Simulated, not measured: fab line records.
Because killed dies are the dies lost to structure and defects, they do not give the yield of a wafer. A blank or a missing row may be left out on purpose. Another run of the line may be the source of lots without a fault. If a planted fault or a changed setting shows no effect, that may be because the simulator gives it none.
fab line records	flow n5_finfet
record: lots: 4	wafers: 12	last_day: 20
route steps=1938 shown BEOL_M2@879 BEOL_M4@1111
lots that met no fault: taken from a fault-free run of the same line
start_h: start of the lot's first displayed wafer, in hours after the record's first day	wait_h: hours elapsed since this lot's preceding step	" the same as in the row above	L1.1+2: a row that stands for several wafers	- value missing, or start not given	* or withheld: withheld	< > ~ a bound
route shown NAME@n: names a module that has steps shown in the file, with the first one's number in the route	usual: the fault-free wafers' mean and standard deviation	same: alike in all rows	chamber/n: place in a boat	sites: readings site by site	_std_site: their standard deviation	_edge_site: the outer-site mean with the inner-site mean subtracted	radius_mm: for every site, how far away it sits from the centre of the wafer	mask NAME#n: copy n	behind: the last tool/chamber to shape the wafer	hold: why the lot went on hold/how many hours it stayed there/how the hold came to an end	device: names the non-switching transistor (n, p or np)	end of line: tests of these same wafers at the route's end	for a step that has no rows: nothing shown but its recipe	killed: not the wafer's yield, but the dies lost to structure and defects at the first sort	map: dies across one wafer; x = killed, . = not, _ = none there
set.NAME: setting as actually run; set.NAME@STEP: the setting as run at that earlier step	model.NAME: the simulator's own value behind a step, which no gauge read
lots at selected steps of the route; one table per step, one row per wafer
services: when a tool's chamber went out of use (start_h, in hours from the record's first day, below 0 if earlier), for how many hours, and the reason
== steps ==
step: N5_BEOL_M2_DESCUM_33
recipe: chemistry: O2	time_s: 7	source_power_w: 50	bias_power_w: 20	pressure_mtorr: 20	rf_frequency_hz: 2.712e+07	temp_c: 40	resist: CAR-EUV	o2_flow_sccm: 225
step: N5_BEOL_M2_ETCH_77
recipe: chemistry: N2/H2	target: underlayer	target_depth_a: 65	mask_material: CAR-EUV	time_s: 5.2	ion_energy_ev: 200	pressure_mtorr: 30	source_w: 840	bias_w: 150	n2_flow_sccm: 200	h2_flow_sccm: 200	ends: cleared
step: N5_BEOL_M2_ETCH_69
recipe: chemistry: CF4	target: SiARC	target_depth_a: 156	mask_material: CAR-EUV	time_s: 26	ion_energy_ev: 80	pressure_mtorr: 40	source_w: 545	bias_w: 36	Ar_flow_sccm: 100	cf4_flow_sccm: 100	ends: cleared
step: N5_BEOL_M2_ALD_98
recipe: material: SiO2	target_thk_a: 25	temp_c: 100	ald_precursor_family: BDEAS	ald_co_reactant: O2-plasma	pulse_time_s: 1	co_reactant_pulse_time_s: 1	purge_time_s: 2	co_reactant_purge_time_s: 2	ald_cycles: 17	pressure_torr: 2
step: N5_BEOL_M2_ETCHBACK_99
recipe: chemistry: CHF3	target: SiO2	target_depth_a: 50	time_s: 10.4	source_w: 215	bias_w: 47	Ar_flow_sccm: 200	CHF3_flow_sccm: 12	ion_energy_ev: 100	pressure_mtorr: 30
step: N5_BEOL_M2_ETCH_70
recipe: chemistry: N2/H2	target: SOC	target_depth_a: 800	overetch_a: 240	mask_material: SiARC	temp_c: 40	time_s: 130	ion_energy_ev: 200	pressure_mtorr: 30	source_w: 840	bias_w: 150	n2_flow_sccm: 200	h2_flow_sccm: 200
step: N5_BEOL_M2_STRIP_71
recipe: chemistry: N2/H2	temp_c: 40	n2_flow_sccm: 200	h2_flow_sccm: 200	rf_frequency_hz: 6e+07
step: N5_BEOL_M2_STRIP_78
recipe: chemistry: N2/H2	temp_c: 40	n2_flow_sccm: 200	h2_flow_sccm: 200	rf_frequency_hz: 6e+07
step: N5_BEOL_M2_VIA_ETCH_34
recipe: chemistry: C4F6/O2	target_depth_a: 694	mask_material: SOC	pressure_mtorr: 15	ion_energy_ev: 250	taper_deg: 4	time_s: 65.9	source_w: 350	bias_w: 170	Ar_flow_sccm: 300	C4F6_flow_sccm: 10	O2_flow_sccm: 10
step: N5_BEOL_M2_STRIP_83
recipe: chemistry: C4F6/O2	resist: SiARC	rf_frequency_hz: 6e+07
step: N5_BEOL_M2_STRIP_36
recipe: chemistry: N2/H2	power_w: 450	temp_c: 40	pressure_mtorr: 20	rf_frequency_hz: 6e+07	overash_fraction: 0.3	bias_power_w: 7	h2_frac: 0.5	n2_flow_sccm: 200	h2_flow_sccm: 200
step: N5_BEOL_M2_TRENCH_ETCH_37
recipe: chemistry: C4F6/O2	target_depth_a: 555.55	target: SiOC	time_s: 29.2	ion_energy_ev: 250	pressure_mtorr: 30	source_w: 355	bias_w: 185	Ar_flow_sccm: 300	C4F6_flow_sccm: 10	O2_flow_sccm: 10
usual: chamber_pressure_mTorr: 30.000/0.027	drypump_motor_current_A: 5.8/0.45	oes_product_au: 0.75/0.077	rf_vpp_V: 669/4.9	showerhead_plenum_p_Torr: 2.86/0.049	throttle_valve_pct: 20.86/0.18
lot.wafer	tool	chamber	start_h	wait_h	chamber_pressure_mTorr	drypump_motor_current_A	oes_product_au	rf_hours_counter_h	rf_vpp_V	showerhead_plenum_p_Torr	throttle_valve_pct	model.etch.depth_nm	model.BEOL_M2.feature_depth_nm	model.TiN_of_BEOL_M2_HM_DEP_02.thk_nm
L238.1	rie_diel-05	3	245.85	-	30.005	5.5	0.72	193	666	2.94	20.80	55.26	55.2	17.6
L238.4	"	0	"	"	30.000	6.1	0.73	156	662	2.85	20.94	55.35	55.4	17.6
L238.5	"	2	"	"	30.024	5.7	0.71	-	665	2.82	20.75	55.2	55.2	17.6
L245.1	rie_diel-05	2	286.88	-	29.967	5.7	0.84	237	665	2.82	20.81	73.19	73.2	17
L245.2	"	0	"	"	30.014	6.1	0.86	169	664	2.84	20.99	73.18	73.2	17.4
L245.4	"	3	"	"	30.032	5.5	0.86	206	665	2.94	20.86	72.41	72.4	17.2
L249.3	rie_diel-02	1	301.35	-	29.987	5.7	0.69	225	673	2.83	21.08	55.1	55	17.4
L249.4	"	0	"	"	29.988	6.2	0.79	111	673	2.86	20.82	55.28	55.2	17.4
L249.5	"	1	"	"	29.982	5.7	0.70	-	672	2.83	21.08	55.26	55.2	17.2
L246.3	rie_diel-05	3	305.67	-	29.997	5.5	0.84	213	665	2.93	20.88	72.4	72.4	16.8
L246.4	"	3	"	"	29.978	5.5	0.85	-	666	2.93	20.89	72.74	72.8	16.8
L246.5	"	0	"	"	29.961	6.1	0.86	-	664	2.84	21.02	73.74	73.8	16.8
step: N5_BEOL_M2_ETCH_41
recipe: chemistry: CH3F/O2	target: SiCN	target_depth_a: 299	taper_deg: 2	time_s: 52.5	ion_energy_ev: 120	mask_material: TiN	pressure_mtorr: 30	source_w: 395	bias_w: 75	Ar_flow_sccm: 150	CH3F_flow_sccm: 30	O2_flow_sccm: 20
step: N5_BEOL_M2_STRIP_97
recipe: chemistry: N2/H2	time_s: 10	power_w: 450	temp_c: 40	pressure_mtorr: 20	rf_frequency_hz: 6e+07	bias_power_w: 7	n2_flow_sccm: 200	h2_flow_sccm: 200
step: N5_BEOL_M2_OCD_MEAS_38
usual: trench_depth_nm: 55.5/0.67
lot.wafer	tool	chamber	start_h	wait_h	trench_depth_nm
L238.1	ocd-02	-	246.00	-	55.5
L238.4	"	-	"	"	55.3
L238.5	"	-	"	"	54.9
L245.1	ocd-01	-	287.03	-	73.6
L245.2	"	-	"	"	73.0
L245.4	"	-	"	"	72.2
L249.3	ocd-01	-	301.51	-	54.6
L249.4	"	-	"	"	55.3
L249.5	"	-	"	"	55.6
L246.3	ocd-01	-	305.82	-	72.4
L246.4	"	-	"	"	72.8
L246.5	"	-	"	"	73.6
step: N5_BEOL_M2_HM_STRIP_39
recipe: chemistry: peroxide_tin_strip	material: TiN	target_depth_a: 250	temp_c: 50	time_s: 158
step: N5_BEOL_M2_SRD_40
recipe: time_s: 30	temp_c: 23	rinse_liquid: diw	dry: ipa_marangoni
step: N5_BEOL_M2_PRECLEAN_42
recipe: chemistry: residue_remover	time_s: 60	temp_c: 40
step: N5_BEOL_M2_SRD_43
recipe: time_s: 30	temp_c: 23	rinse_liquid: diw	dry: ipa_marangoni
step: N5_BEOL_M2_DEGAS_44
recipe: ambient: vacuum	temp_c: 250	time_s: 60
step: N5_BEOL_M2_PRE_CLEAN_45
recipe: gas: H2/He	time_s: 30	temp_c: 250
step: N5_BEOL_M2_ALD_84
recipe: material: TaN	target_thk_a: *	temp_c: 275	ald_precursor_family: PDMAT	ald_co_reactant: NH3	pressure_torr: 3	carrier_flow_sccm: 1500	pulse_time_s: 2	purge_time_s: 3	co_reactant_purge_time_s: 2	co_reactant_pulse_time_s: 3	ald_cycles: 30	precursor_vessel_temp_c: 75	precursor_vessel_pressure_torr: 26.25	precursor_vessel_carrier_sccm: 1000
step: N5_BEOL_M2_SURFACE_TREAT_85
recipe: gas: Ar	time_s: *	ion_energy_ev: *	ion_current_ma_cm2: 0.5	pressure_mtorr: *	ar_flow_sccm: 30
step: N5_BEOL_M2_CVD_47
recipe: material: Co	target_thk_a: 30	temp_c: withheld	precursor: CCTBA/H2	pressure_torr: 30	time_s: 223.8
step: N5_BEOL_M2_SPUTTER_48
recipe: material: Cu	target_thk_a: 45	temp_c: -20	chamber_pressure_pa: 0.07	power_w: withheld	time_s: 8.29
step: N5_BEOL_M2_ANNEAL_49
recipe: temp_c: 400	time_s: 240	ambient: vacuum
step: N5_BEOL_M2_SPUTTER_79
recipe: material: Cu	target_thk_a: 45	temp_c: -20	chamber_pressure_pa: 0.07	power_w: withheld	time_s: 8.29
step: N5_BEOL_M2_ANNEAL_80
recipe: temp_c: 400	time_s: 240	ambient: vacuum
step: N5_BEOL_M2_SPUTTER_81
recipe: material: Cu	target_thk_a: 45	temp_c: -20	chamber_pressure_pa: 0.07	power_w: withheld	time_s: 8.29
step: N5_BEOL_M2_ANNEAL_82
recipe: temp_c: 400	time_s: 240	ambient: vacuum
step: N5_BEOL_M2_SPUTTER_86
recipe: material: Cu	target_thk_a: 45	temp_c: -20	chamber_pressure_pa: 0.07	power_w: withheld	time_s: 8.29
step: N5_BEOL_M2_ANNEAL_87
recipe: temp_c: 400	time_s: 240	ambient: vacuum
step: N5_BEOL_M2_SPUTTER_88
recipe: material: Cu	target_thk_a: 45	temp_c: -20	chamber_pressure_pa: 0.07	power_w: withheld	time_s: 8.29
step: N5_BEOL_M2_ANNEAL_89
recipe: temp_c: 400	time_s: 240	ambient: vacuum
step: N5_BEOL_M2_SPUTTER_90
recipe: material: Cu	target_thk_a: 45	temp_c: -20	chamber_pressure_pa: 0.07	power_w: withheld	time_s: 8.29
step: N5_BEOL_M2_ANNEAL_91
recipe: temp_c: 400	time_s: 240	ambient: vacuum
step: N5_BEOL_M2_SPUTTER_92
recipe: material: Cu	target_thk_a: 45	temp_c: -20	chamber_pressure_pa: 0.07	power_w: withheld	time_s: 8.29
step: N5_BEOL_M2_ANNEAL_93
recipe: temp_c: 400	time_s: 240	ambient: vacuum
step: N5_BEOL_M2_SPUTTER_94
recipe: material: Cu	target_thk_a: 45	temp_c: -20	chamber_pressure_pa: 0.07	power_w: withheld	time_s: 8.29
step: N5_BEOL_M2_ANNEAL_95
recipe: temp_c: 400	time_s: 240	ambient: vacuum
step: N5_BEOL_M2_CMP_52
recipe: stop_on: SiOC	t_overpolish_s: 6.8	down_force_psi: 1	platen_rpm: 50	clearing_platen_down_force_psi: 1.5	clearing_platen_rpm: 50	post_cmp_clean: cu_alkaline	target_thk_nm: 40	clearing_platen_pad_velocity_m_s: 0.99484	pad_velocity_m_s: 0.99484
usual: barrier_field_endpoint_s: 24.7/0.6	motor_current_A: 6.2/0.75	overpolish_run_s: 6.799/0.0091	time_to_endpoint_s: 62.4/2.8
lot.wafer	tool	chamber	start_h	wait_h	barrier_field_endpoint_s	motor_current_A	overpolish_run_s	time_to_endpoint_s	model.Cu_of_BEOL_M2_ECD_50.thk_nm
L238.1	cmp-02	2	249.47	0.3	24.4	6.7	6.823	63.2	39
L238.4	"	0	"	"	25.7	7.3	6.793	66.1	40.2
L238.5	"	3	"	"	24.7	5.5	6.798	62.8	39.4
L245.1	cmp-02	2	290.42	0.3	24.2	6.9	6.797	60.4	58.6
L245.2	"	0	"	"	25.5	7.4	6.807	65.8	59.4
L245.4	"	1	"	"	25.7	5.3	6.788	65.1	57.2
L249.4	cmp-02	3	305.05	0.2	24.9	5.6	6.805	62.6	40.2
L249.3	"	0	"	"	25.6	7.9	6.785	67.7	41.8
L249.5	"	1	"	"	25.4	5.1	6.801	66.4	41.2
L246.4	cmp-01	0	309.75	0.2	24.4	5.6	6.800	61.0	55.8
L246.3	"	1	"	"	24.1	5.8	6.787	61.4	55.6
L246.5	"	3	"	"	25.8	6.0	6.786	64.6	58
step: N5_BEOL_M2_THK_MEAS_53
recipe: thk_meas_gauge: xrf	reads: Cu_of_BEOL_M2_ECD_50
usual: M2_THK: 40.3/1.3
lot.wafer	tool	chamber	start_h	wait_h	M2_THK[nm]
L238.1	film_metro-02	-	249.77	-	39.2
L238.4	"	-	"	"	40.3
L238.5	"	-	"	"	39.4
L245.1	film_metro-01	-	290.71	-	59.4
L245.2	"	-	"	"	59.9
L245.4	"	-	"	"	58.1
L249.3	film_metro-01	-	305.27	-	42.7
L249.4	"	-	"	"	40.8
L249.5	"	-	"	"	42.0
L246.3	film_metro-01	-	310.01	-	56.4
L246.4	"	-	"	"	56.8
L246.5	"	-	"	"	59.0
step: N5_BEOL_M2_RS_MEAS_58
recipe: thk_meas_gauge: four-point-probe	reads: Co_of_BEOL_M2_CO_CAP_55+Cu_of_BEOL_M2_ECD_50+Co_of_BEOL_M2_CVD_47+TaN_of_BEOL_M2_ALD_84
usual: M2_RS: 0.672/0.026
lot.wafer	tool	chamber	start_h	wait_h	M2_RS[ohm/sq]
L238.1	film_metro-02	-	250.03	0.0	0.689
L238.4	"	-	"	"	0.663
L238.5	"	-	"	"	0.681
L245.1	film_metro-02	-	290.97	0.0	0.414
L245.2	"	-	"	"	0.408
L245.4	"	-	"	"	0.426
L249.3	film_metro-02	-	305.59	0.1	0.631
L249.4	"	-	"	"	0.665
L249.5	"	-	"	"	0.642
L246.3	film_metro-01	-	310.32	0.1	0.443
L246.4	"	-	"	"	0.440
L246.5	"	-	"	"	0.420
step: N5_BEOL_M4_RC_MEAS_101
usual: DIBL_N: 36.0/1.3	DIBL_P: 36.2/1.7	IOFF_N: 0.155/0.024	IOFF_P: 0.21/0.034	ION_N: 674/9	ION_P: 463/7.1	SERP_M2: 197/12	SERP_M2_max_site: 209/15	SS_N: 71.4/0.5	SS_P: 73.4/0.57	VT_N: 250.0/2.8	VT_P: -251/3.2
lot.wafer	tool	chamber	start_h	wait_h	DIBL_N[mV/V]	DIBL_P[mV/V]	IOFF_N[nA/um]	IOFF_P[nA/um]	ION_N[uA/um]	ION_P[uA/um]	SERP_M2[ohm/um]	SERP_M2_max_site[ohm/um]	SS_N[mV/dec]	SS_P[mV/dec]	VT_N[mV]	VT_P[mV]
L238.1	prober-01	0	295.73	0.0	35.1	35.8	0.161	0.21	676	462	197	216	72.1	73.3	249.1	-250
L238.4	"	0	"	"	35.6	36.7	0.174	0.23	679	464	194	199	71.7	74.4	246.4	-246
L238.5	"	0	"	"	34.1	34.7	0.149	0.19	674	460	202	212	71.1	72.4	247.5	-249
L245.1	prober-01	0	327.21	0.0	36.0	35.8	0.151	0.23	683	470	128	132	72.1	73.0	251.5	-248
L245.2	"	0	"	"	37.4	37.8	0.175	0.26	684	477	128	138	71.5	73.9	246.8	-245
L245.4	"	0	"	"	37.0	36.7	0.169	0.24	678	469	137	150	72.1	73.8	250.7	-248
L249.3	prober-01	0	348.02	0.3	35.3	35.0	0.135	0.21	675	470	199	209	70.8	72.2	251.2	-252
L249.4	"	0	"	"	35.2	34.5	0.135	0.20	677	464	200	211	70.9	72.2	252.7	-250
L249.5	"	0	"	"	34.9	35.5	0.131	0.20	667	467	198	209	70.8	72.6	253.3	-247
L246.3	prober-01	0	369.74	0.3	36.5	37.8	0.169	0.22	677	467	134	141	72.0	73.8	246.4	-251
L246.4	"	0	"	"	36.6	38.2	0.188	0.24	689	471	119	127	72.0	73.6	246.5	-249
L246.5	"	0	"	"	36.4	37.4	0.172	0.22	679	462	127	136	71.7	73.4	246.8	-250
sites SERP_M2 radius_mm=0,75,75,75,75,140,140,140,140
L238.1 211 215 197 216 212 193 182 181 180
L245.1 129 132 128 130 131 118 109 112 108
L249.3 209 208 199 205 202 189 176 186 184
L246.3 133 141 133 132 134 136 137 133 139
== services ==
tool	chamber	start_h	hours	kind
rie_diel-02	3	237.75	-	clean
rie_diel-02	3	237.75	-	consumable_replace:esc
rie_diel-02	3	237.75	-	consumable_replace:focus_ring
rie_diel-02	3	237.75	29.9	scheduled_down
rie_diel-02	3	237.75	29.9	vent_cycle
cmp-01	-	239.63	12.3	repair
cmp-01	-	288.63	2.4	repair
rie_diel-05	1	302.74	4.3	repair
rie_diel-02	2	303.28	3.9	repair
== key ==
first_sign: step: N5_BEOL_M2_OCD_MEAS_38	reading: trench_depth_nm	direction: up	sigmas: 26	usual: 55.5	struck: 72.9
effect: step: N5_BEOL_M2_THK_MEAS_53	reading: M2_THK	direction: up	sigmas: 13	usual: 40.3	struck: 58.3
effect: step: N5_BEOL_M2_RS_MEAS_58	reading: M2_RS	direction: down	sigmas: 9.4	usual: 0.672	struck: 0.425
effect: step: N5_BEOL_M4_RC_MEAS_101	reading: SERP_M2	direction: down	sigmas: 5.4	usual: 197	struck: 129
effect: step: N5_BEOL_M4_RC_MEAS_101	reading: SERP_M2_max_site	direction: down	sigmas: 4.9	usual: 209	struck: 137
model_effect: step: N5_BEOL_M2_TRENCH_ETCH_37	value: etch.depth_nm	without: 55.16	struck: 72.94
model_effect: step: N5_BEOL_M2_CMP_52	value: Cu_of_BEOL_M2_ECD_50.thk_nm	without: 39.6	struck: 57.43
met_at N5_BEOL_M2_TRENCH_ETCH_37
struck_wafers L245.1,L245.2,L245.4,L246.3,L246.4,L246.5
onset_between 245.85 286.88
fault: kind: process_parameter_drift	tool: rie_diel-05	chamber: -	onset_h: 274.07	steps: N5_BEOL_M2_TRENCH_ETCH_37	channel: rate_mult	offset: 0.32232	shape: step	end_h: 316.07
